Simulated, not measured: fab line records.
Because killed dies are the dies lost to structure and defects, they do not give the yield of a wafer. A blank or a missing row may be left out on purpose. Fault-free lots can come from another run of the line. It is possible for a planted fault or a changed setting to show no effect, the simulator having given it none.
fab line records	flow n5Finfet
[record] lots = 9	wafers = 27	lastDay = 18
route steps=1938 shown MOL_CONTACT_COAG@627 BEOL_M0_SAQP@646 BEOL_M4@1111
lots that met no fault: taken from a fault-free run of the same line
startH: hours from the record's opening day to when the first of the lot's shown wafers began	waitH: how many hours have passed since the lot's step before this one	" same as the row above	L1.1+2: several wafers, shown together as one row	- either no value or no given start	* or withheld: withheld	< > ~ a bound
route shown NAME@n: NAME is a module with steps in the file, n the number in the route of the first one	usual: average and standard deviation across the fault-free wafers	same: alike in all rows	chamber/n: place in a boat	sites: per-site readings	_std_site: their standard deviation	_edge_site: outer sites' mean less inner sites'	radiusMm: how far each site lies from the wafer's centre	mask NAME#n: copy n	behind: the last tool/chamber to shape the wafer	hold: why the lot went on hold/how many hours it stayed there/how the hold came to an end	device: the n, p or np transistor that did not switch	end of line: tests run on the same wafers once the route is complete	step lacking rows: just its recipe	killed: dies lost to structure and defects at the first sort, not the wafer's yield	map: dies across one wafer; x = killed, . = not, _ = none there
set.NAME: the setting that was run; set.NAME@STEP: the one run at that earlier step	model.NAME: the simulator's own value behind a step, which no gauge read
steps of the route over a sample of lots; a table a step, a row a wafer
services: a tool's chamber out of use, with start hour (startH, from the record's first day; less than 0 if before it), hours out, and reason
[[steps]]
[step N5_MOL_CONTACT_COAG_CMP_52]
[recipe] stopOn = SiO2	tOverpolishS = 1.5	postCmpClean = wDiluteNh4oh	downForcePsi = 4	platenRpm = 50.289	padVelocityMS = 1.0006	targetThkNm = 66.5
[usual] motorCurrentA = 11.9/1.4	overpolishRunS = 1.500/0.0099	timeToEndpointS = 12.5/2.5
lot.wafer	tool	chamber	startH	waitH	motorCurrentA	overpolishRunS	timeToEndpointS
L230.4	cmp-01	1	111.04	0.0	10.0	1.493	14.5
L230.1	"	3	"	"	14.0	1.494	14.3
L230.6	"	1	"	"	10.5	1.498	12.8
L232.2	cmp-04	0	116.91	0.1	13.3	1.508	6.6
L232.4	"	1	"	"	12.3	1.483	10.1
L232.3	"	2	"	"	12.2	1.496	13.0
L234.2	cmp-04	2	132.14	0.1	12.7	1.496	13.4
L234.3	"	3	"	"	11.9	1.491	12.6
L234.5	"	1	"	"	12.1	1.476	11.5
L235.3	cmp-04	1	136.96	0.1	12.6	1.496	9.0
L235.1	"	2	"	"	13.0	1.514	10.7
L235.4	"	3	"	"	11.1	1.498	10.8
L243.3	cmp-02	2	192.27	0.1	11.2	1.495	12.3
L243.6	"	1	"	"	12.7	1.501	14.0
L243.5	"	2	"	"	10.5	1.504	13.8
L244.3	cmp-02	1	193.83	0.0	12.7	1.485	14.3
L244.2	"	3	"	"	12.2	1.498	12.1
L244.5	"	2	"	"	11.4	1.492	12.4
L247.2	cmp-01	1	213.97	0.1	9.7	1.516	17.0
L247.3	"	2	"	"	12.8	1.518	15.2
L247.6	"	1	"	"	10.3	1.508	14.4
L248.1	cmp-01	3	214.67	0.0	13.8	1.505	19.3
L248.3	"	2	"	"	12.6	1.506	16.2
L248.5	"	3	"	"	15.2	1.493	18.9
L249.3	cmp-01	2	226.67	0.1	12.4	1.485	16.3
L249.5	"	0	"	"	10.8	1.505	8.9
L249.6	"	1	"	"	10.5	1.510	13.1
[step N5_BEOL_M0_SAQP_EXPOSE_11]
[recipe] maskId = M0_CORE	na = 1.35	sourceShape = dipole	sigmaInner = 0.538	sigmaOuter = 0.738	polarization = te	targetCdNm = 42	doseMj = 55
[usual] stageVelMmS = 499.95/0.23
lot.wafer	tool	chamber	startH	waitH	mask	stageVelMmS
L230.1	arfiScanner-02	0	116.64	-	M0_CORE#0	499.52
L230.4	"	0	"	"	M0_CORE#0	499.93
L230.6	"	0	"	"	M0_CORE#0	500.08
L232.2	arfiScanner-02	0	124.11	-	M0_CORE#0	500.32
L232.3	"	0	"	"	M0_CORE#0	499.88
L232.4	"	0	"	"	M0_CORE#0	499.80
L234.2	arfiScanner-01	0	138.21	-	M0_CORE#0	500.22
L234.3	"	0	"	"	M0_CORE#0	499.79
L234.5	"	0	"	"	M0_CORE#0	500.01
L235.1	arfiScanner-03	0	143.34	-	M0_CORE#0	500.36
L235.3	"	0	"	"	M0_CORE#0	499.99
L235.4	"	0	"	"	M0_CORE#0	500.16
L243.3	arfiScanner-02	0	198.92	-	M0_CORE#0	500.19
L243.5	"	0	"	"	M0_CORE#0	499.91
L243.6	"	0	"	"	M0_CORE#0	499.92
L244.2	arfiScanner-02	0	200.08	-	M0_CORE#0	499.80
L244.3	"	0	"	"	M0_CORE#0	499.45
L244.5	"	0	"	"	M0_CORE#0	500.13
L247.2	arfiScanner-01	0	220.55	-	M0_CORE#0	499.82
L247.3	"	0	"	"	M0_CORE#0	499.80
L247.6	"	0	"	"	M0_CORE#0	499.91
L248.1	arfiScanner-01	0	222.05	-	M0_CORE#0	499.92
L248.3	"	0	"	"	M0_CORE#0	499.93
L248.5	"	0	"	"	M0_CORE#0	500.01
L249.3	arfiScanner-03	0	231.84	-	M0_CORE#0	499.78
L249.5	"	0	"	"	M0_CORE#0	499.79
L249.6	"	0	"	"	M0_CORE#0	499.80
[step N5_BEOL_M0_SAQP_OVL_MEAS_15]
[recipe] pointsPerWafer = 44
[usual] M0_CORE_OVL = 0.2/0.69
lot.wafer	tool	chamber	startH	waitH	M0_CORE_OVL[nm]
L230.1	overlay-01	0	116.79	0.0	0.3
L230.4	"	0	"	"	-0.1
L230.6	"	0	"	"	0.4
L232.2	overlay-01	0	124.26	0.0	0.6
L232.3	"	0	"	"	0.6
L232.4	"	0	"	"	-0.1
L234.2	overlay-02	0	138.36	0.0	0.1
L234.3	"	0	"	"	0.4
L234.5	"	0	"	"	1.0
L235.1	overlay-01	0	143.50	0.0	0.7
L235.3	"	0	"	"	0.6
L235.4	"	0	"	"	1.0
L243.3	overlay-02	0	199.06	0.0	13.5
L243.5	"	0	"	"	13.5
L243.6	"	0	"	"	13.4
L244.2	overlay-01	0	200.23	0.0	13.1
L244.3	"	0	"	"	12.8
L244.5	"	0	"	"	13.8
L247.2	overlay-01	0	220.70	0.0	1.4
L247.3	"	0	"	"	0.8
L247.6	"	0	"	"	1.0
L248.1	overlay-02	0	222.21	0.0	0.3
L248.3	"	0	"	"	1.2
L248.5	"	0	"	"	0.3
L249.3	overlay-01	0	231.99	0.0	0.0
L249.5	"	0	"	"	-0.2
L249.6	"	0	"	"	0.0
[step N5_BEOL_M0_SAQP_INSPECT_16]
[recipe] mode = adi	inspectInstrument = brightfield
[usual] rawDefectCount = 528/140
lot.wafer	tool	chamber	startH	waitH	rawDefectCount
L230.1	defectInspect-01	-	116.82	0.0	757
L230.4	"	-	"	"	521
L230.6	"	-	"	"	587
L232.2	defectInspect-02	-	124.28	0.0	515
L232.3	"	-	"	"	630
L232.4	"	-	"	"	493
L234.2	defectInspect-02	-	138.38	0.0	558
L234.3	"	-	"	"	585
L234.5	"	-	"	"	527
L235.1	defectInspect-02	-	143.52	0.0	505
L235.3	"	-	"	"	649
L235.4	"	-	"	"	454
L243.3	defectInspect-01	-	199.09	0.0	863
L243.5	"	-	"	"	546
L243.6	"	-	"	"	425
L244.2	defectInspect-01	-	200.25	0.0	518
L244.3	"	-	"	"	362
L244.5	"	-	"	"	716
L247.2	defectInspect-01	-	220.72	0.0	347
L247.3	"	-	"	"	436
L247.6	"	-	"	"	426
L248.1	defectInspect-01	-	222.23	0.0	425
L248.3	"	-	"	"	546
L248.5	"	-	"	"	362
L249.3	defectInspect-01	-	232.01	0.0	391
L249.5	"	-	"	"	435
L249.6	"	-	"	"	582
[step N5_BEOL_M0_SAQP_STRIP_86]
[recipe] chemistry = N2/H2	powerW = 500	tempC = 40	pressureMtorr = 50	rfFrequencyHz = 6e+07	overashFraction = 0.3	biasPowerW = 28	h2Frac = 0.5	n2FlowSccm = 300	h2FlowSccm = 300
[usual] drypumpMotorCurrentA = 5.9/0.33	oesProductAu = 0.82/0.1	rfVppV = 122.3/1.4	showerheadPlenumPTorr = 3.43/0.099	throttleValvePct = 18.90/0.26
lot.wafer	tool	chamber	startH	waitH	drypumpMotorCurrentA	oesProductAu	rfHoursCounterH	rfVppV	showerheadPlenumPTorr	throttleValvePct
L230.1	rieDiel-02	0	117.23	0.1	5.5	0.78	144	122.2	3.49	19.08
L230.4	"	3	"	"	6.3	0.96	8	123.6	3.57	18.99
L230.6	"	0	"	"	5.5	0.78	-	122.8	3.49	19.09
L232.2	rieDiel-05	2	124.69	0.1	5.0	0.75	155	122.9	3.20	18.62
L232.3	"	1	"	"	6.0	0.77	121	122.4	3.36	18.67
L232.4	"	3	"	"	5.7	0.70	219	121.3	3.44	18.92
L234.2	rieDiel-05	1	138.96	0.1	6.1	0.78	124	122.7	3.36	18.65
L234.3	"	3	"	"	5.8	0.69	222	120.9	3.44	18.96
L234.5	"	3	"	"	5.8	0.70	-	122.5	3.44	18.93
L235.1	rieDiel-02	0	144.50	0.2	5.5	0.75	151	122.4	3.49	19.10
L235.3	"	3	"	"	6.3	0.93	15	126.5	3.57	19.01
L235.4	"	0	"	"	5.5	0.77	-	122.1	3.49	19.11
L243.3	rieDiel-01	2	200.32	0.1	5.8	1.01	5	122.0	3.55	18.37
L243.5	"	2	"	"	5.9	1.01	-	122.6	3.55	18.37
L243.6	"	3	"	"	5.8	0.84	-	121.3	3.39	18.73
L244.2	rieDiel-01	0	200.87	0.1	6.3	0.84	61	123.7	3.43	19.09
L244.3	"	3	"	"	5.8	0.84	64	121.5	3.39	18.70
L244.5	"	2	"	"	5.9	1.00	-	125.0	3.55	18.37
L247.2	rieDiel-01	2	221.22	0.1	5.8	0.97	13	122.3	3.54	18.36
L247.3	"	0	"	"	6.3	0.85	68	123.1	3.43	19.11
L247.6	"	3	"	"	5.8	0.84	-	122.1	3.39	18.73
L248.1	rieDiel-05	3	222.65	0.1	5.8	0.69	246	121.5	3.42	18.97
L248.3	"	0	"	"	6.1	0.68	226	124.6	3.45	19.36
L248.5	"	3	"	"	5.8	0.68	-	121.7	3.43	18.98
L249.3	rieDiel-01	2	232.42	0.1	5.8	0.97	16	125.5	3.54	18.41
L249.5	"	1	"	"	5.8	0.95	-	122.5	3.46	18.95
L249.6	"	0	"	"	6.4	0.83	-	122.6	3.42	19.10
[step N5_BEOL_M4_RC_MEAS_101]
[usual] DIBL_N = 36.0/2.2	DIBL_P = 36.2/2.4	IOFF_N = 0.16/0.035	IOFF_P = 0.21/0.037	ION_N = 672/13	ION_P = 461/7	SS_N = 71.4/0.69	SS_P = 73.2/0.75	VT_N = 250/3.4	VT_P = -251/3
lot.wafer	tool	chamber	startH	waitH	DIBL_N[mV/V]	DIBL_P[mV/V]	IOFF_N[nA/um]	IOFF_P[nA/um]	ION_N[uA/um]	ION_P[uA/um]	SS_N[mV/dec]	SS_P[mV/dec]	VT_N[mV]	VT_P[mV]
L230.1	prober-02	0	207.70	0.0	33.4	33.8	0.13	0.17	678	460	70.8	72.1	252	-251
L230.4	"	0	"	"	30.8	32.2	0.10	0.16	659	462	70.2	72.1	257	-254
L230.6	"	0	"	"	33.7	34.7	0.14	0.19	679	465	70.8	72.4	249	-253
L232.2	prober-01	0	207.96	0.3	37.4	36.8	0.14	0.21	676	465	71.4	73.0	254	-247
L232.3	"	0	"	"	36.3	36.0	0.13	0.20	670	468	71.3	72.5	252	-250
L232.4	"	0	"	"	33.0	32.4	0.09	0.15	649	456	70.2	72.0	257	-251
L235.1	prober-01	0	235.09	0.0	35.2	34.8	0.14	0.18	665	455	71.1	72.2	253	-255
L235.3	"	0	"	"	32.3	32.9	0.11	0.16	655	454	70.3	71.8	254	-252
L235.4	"	0	"	"	35.6	36.0	0.14	0.19	667	461	71.0	72.8	251	-254
L234.2	prober-02	0	236.88	0.2	37.0	39.5	0.18	0.26	667	465	72.0	74.1	252	-250
L234.3	"	0	"	"	36.6	38.0	0.17	0.23	674	460	71.6	74.1	248	-251
L234.5	"	0	"	"	34.1	35.2	0.13	0.19	660	463	71.6	72.9	254	-254
L244.2	prober-02	0	299.60	0.2	35.1	36.3	0.15	0.22	664	461	71.1	73.1	248	-250
L244.3	"	0	"	"	35.3	35.5	0.15	0.19	677	457	70.9	73.1	251	-252
L244.5	"	0	"	"	35.8	37.0	0.16	0.23	677	463	71.8	73.0	250	-248
L243.3	prober-02	0	302.42	0.3	35.7	36.3	0.16	0.20	673	466	71.7	73.6	251	-253
L243.5	"	0	"	"	36.6	37.7	0.17	0.22	665	464	72.0	73.7	251	-252
L243.6	"	0	"	"	34.8	36.3	0.15	0.20	669	458	71.0	73.3	250	-253
L247.2	prober-01	0	304.76	0.2	40.9	41.1	0.26	0.30	700	476	72.6	75.2	243	-247
L247.3	"	0	"	"	38.3	37.2	0.18	0.23	689	466	71.8	73.6	249	-251
L247.6	"	0	"	"	38.9	38.2	0.20	0.24	691	462	71.8	74.7	249	-249
L249.3	prober-01	0	316.21	0.3	36.3	35.8	0.16	0.18	681	460	71.5	72.7	248	-254
L249.5	"	0	"	"	36.5	36.5	0.16	0.19	684	460	71.9	73.1	253	-252
L249.6	"	0	"	"	39.1	39.1	0.21	0.23	696	462	71.9	73.3	245	-251
L248.1	prober-02	0	322.04	0.0	35.0	35.2	0.14	0.18	658	455	70.9	72.9	252	-250
L248.3	"	0	"	"	33.6	33.7	0.11	0.16	645	447	70.1	71.8	254	-254
L248.5	"	0	"	"	33.6	34.3	0.12	0.16	649	451	70.0	71.6	255	-253
[[services]]
tool	chamber	startH	hours	kind
arfiScanner-03	-	87.54	1.0	pm
cmp-01	-	92.15	6.0	repair
arfiScanner-01	-	94.16	1.0	pm
arfiScanner-01	-	101.66	1.0	pm
arfiScanner-03	-	105.34	0.8	pm
rieDiel-05	1	109.28	4.8	repair
cmp-04	-	112.58	3.5	pm
cmp-02	-	129.15	4.9	repair
arfiScanner-02	-	134.25	4.9	pm
arfiScanner-03	-	138.88	1.3	pm
rieDiel-05	1	140.73	9.1	repair
rieDiel-01	3	144.44	4.0	repair
cmp-01	-	153.41	0.8	repair
arfiScanner-02	-	158.44	0.8	pm
cmp-01	-	166.14	4.0	pm
arfiScanner-03	-	172.00	1.0	pm
arfiScanner-02	-	181.43	1.0	pm
arfiScanner-02	-	186.78	1.0	pm
arfiScanner-01	-	191.09	1.3	pm
rieDiel-01	3	205.00	4.9	repair
cmp-04	-	209.07	7.8	pm
arfiScanner-02	-	221.95	3.9	pm
cmp-04	-	223.01	2.0	repair
rieDiel-05	0	227.75	9.5	repair
[[key]]
[firstSign] step = N5_BEOL_M0_SAQP_OVL_MEAS_15	reading = M0_CORE_OVL	direction = up	sigmas = 19	usual = 0.2	struck = 13.3
effect none on later readings
metAt N5_BEOL_M0_SAQP_EXPOSE_11
struckLots L243,L244
notActingAt N5_MOL_CONTACT_COAG_CMP_52,N5_BEOL_M0_SAQP_INSPECT_16,N5_BEOL_M0_SAQP_STRIP_86
onsetBetween 124.11 198.92
[fault] kind = scannerMatchingOverlay	tool = arfiScanner-02	chamber = -	onsetH = 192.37	steps = N5_BEOL_M0_SAQP_EXPOSE_11	offset = 13.393
